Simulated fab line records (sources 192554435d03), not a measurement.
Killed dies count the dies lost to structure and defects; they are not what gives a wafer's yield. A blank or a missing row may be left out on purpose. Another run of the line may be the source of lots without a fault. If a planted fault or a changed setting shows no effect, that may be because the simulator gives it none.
Lot-split experiment	flow n5Finfet	route with 1938 steps; 7 lots, 21 wafers read

== ON THE SPLIT ==
At N5_FIN_SAQP_PECVD_06 (deposits a-Si from SiH4/He, target thk 60 nm, time 48.1 s), the setting timeS was moved away from the recipe's 48.1 s on 6 of the 21 wafers read, by -14.1% to +13.5%. This setting was run at the recipe's value on the other wafers.

== FROM THE SPLIT TO THE READING: what the file shows between them, 9 steps ==
- N5_FIN_SAQP_THK_MEAS_07
- N5_FIN_SAQP_COAT_49: time 60 s, resist thk 100 nm (also split here: spinRpm)
- N5_FIN_SAQP_DEVELOP_15: develop time 30 s (also split here: developTimeS)
- N5_FIN_SAQP_DESCUM_21: chemistry O2, time 7.9 s
- N5_FIN_SAQP_ETCH_51: etches SiARC in CF4, target depth 45.5 nm, time 75.8 s
- N5_FIN_SAQP_ETCH_52: etches SOC in N2/H2, target depth 100 nm, overetch 20 nm, time 150 s
- N5_FIN_SAQP_STRIP_53: strips in N2/H2
- N5_FIN_SAQP_HM_OPEN_73: chemistry CHF3/O2, target SiO2, stops on a-Si, target depth 12 nm, time 16.8 s
- N5_FIN_SAQP_STRIP_74: strips in CHF3/O2

== THE READING ==
oesProductAu, in a.u., at N5_FIN_SAQP_MANDREL_ETCH_22 (etches a-Si in HBr/Cl2, stops on SiNx, target depth 60 nm, bt time 10 s, time 30 s). Typical for fault-free wafers on this fab line: 0.765 a.u., with standard deviation 0.013 a.u.

wafer	tool, chamber at the split	timeS as run, s	against the recipe	oesProductAu, a.u.	against lot-mates on the recipe
L075.3	pecvd-01, 0	48.1	recipe	0.770	-
L075.5	pecvd-01, 0	48.1	recipe	0.784	-
L075.6	pecvd-01, 2	41.3	-14.1%	0.683	-0.094
L085.1	pecvd-01, 1	48.1	recipe	0.773	-
L085.5	pecvd-01, 0	48.1	recipe	0.759	-
L085.6	pecvd-01, 1	48.1	recipe	0.765	-
L088.2	pecvd-01, 2	54.58	+13.5%	0.827	+0.039
L088.4	pecvd-01, 2	48.1	recipe	0.788	-
L088.6	pecvd-01, 1	54.58	+13.5%	0.818	+0.030
L089.1	pecvd-03, 2	48.1	recipe	0.749	-
L089.4	pecvd-03, 0	48.1	recipe	0.772	-
L089.6	pecvd-03, 1	48.1	recipe	0.768	-
L093.1	pecvd-03, 0	48.1	recipe	0.785	-
L093.3	pecvd-03, 1	42.63	-11.4%	0.694	-0.086
L093.6	pecvd-03, 1	48.1	recipe	0.774	-
L095.2	pecvd-03, 0	48.1	recipe	0.754	-
L095.5	pecvd-03, 2	48.1	recipe	0.758	-
L095.6	pecvd-03, 0	48.1	recipe	0.778	-
L096.2	pecvd-03, 0	48.1	recipe	0.753	-
L096.3	pecvd-03, 2	45.56	-5.3%	0.733	-0.020
L096.6	pecvd-03, 1	45.56	-5.3%	0.739	-0.014

FIT RESULTS
A straight line over all 21 wafers: oesProductAu changes by +0.00511 a.u. for each +1% of timeS; r = +0.93; the points scatter about the line by 0.012 a.u.
The same after taking each lot's own level away (the mean of its wafers on the recipe; 21 wafers): +0.0045 a.u. for each +1%; r = +0.89; scatter 0.015 a.u.
According to that fit, moving timeS by its largest amount changes the reading by 0.064 a.u.
From 0.7530 to 0.7880 a.u.: that is the span of the lots' own levels, equal to 2.7 times the standard deviation above.
Thus the slope moves with the lot-to-lot level: the two fits are different.
Check: for one of the wafers moved furthest among these (-14.1%), held out of the fit, the line's prediction against its lot-mates is -0.0576 a.u. Against them it came out at -0.094 a.u.

== ADDITIONAL SPLITS CARRIED BY THESE WAFERS ==
Before the reading, these wafers also passed through other splits. Each is held against what the fit with the lots' levels taken away leaves over:
other split on the same wafers	wafers away from the commonest value	r with oesProductAu (lot level and that fit taken away)
N5_WELL_APT_COAT_19 spinRpm	11	+0.03
N5_WELL_APT_PEB_23 pebTimeS	7	+0.11
N5_FIN_SAQP_HM_DEP_03 timeS	3	+0.02
N5_FIN_SAQP_COAT_49 spinRpm	8	+0.22
N5_FIN_SAQP_DEVELOP_15 developTimeS	7	+0.04

== THE WHOLE CHAIN: every reading that the file lists as answering this split, in the file's order ==
step	what it does	reading	change (the file's fit)	r (the file's)
N5_FIN_SAQP_PECVD_06	deposits a-Si from SiH4/He, target thk 60 nm, time 48.1 s	a-Si_of_FIN_SAQP_PECVD_06.thkNm (the simulator's own value, which no gauge read)	+0.611 nm for each +1% of the setting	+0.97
N5_FIN_SAQP_THK_MEAS_07		thkNm	withheld for each +1% of the setting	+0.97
N5_FIN_SAQP_MANDREL_ETCH_22	etches a-Si in HBr/Cl2, stops on SiNx, target depth 60 nm, bt time 10 s, time 30 s	oesProductAu	+0.0053 a.u. for each +1% of the setting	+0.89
N5_FIN_SAQP_MANDREL_ETCH_22	etches a-Si in HBr/Cl2, stops on SiNx, target depth 60 nm, bt time 10 s, time 30 s	etch.depthNm (the simulator's own value, which no gauge read)	+0.61 nm for each +1% of the setting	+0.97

== THE FILE'S OWN FIT ==
oesProductAu changes by +0.0053 a.u. for each +1% of timeS, r = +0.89.
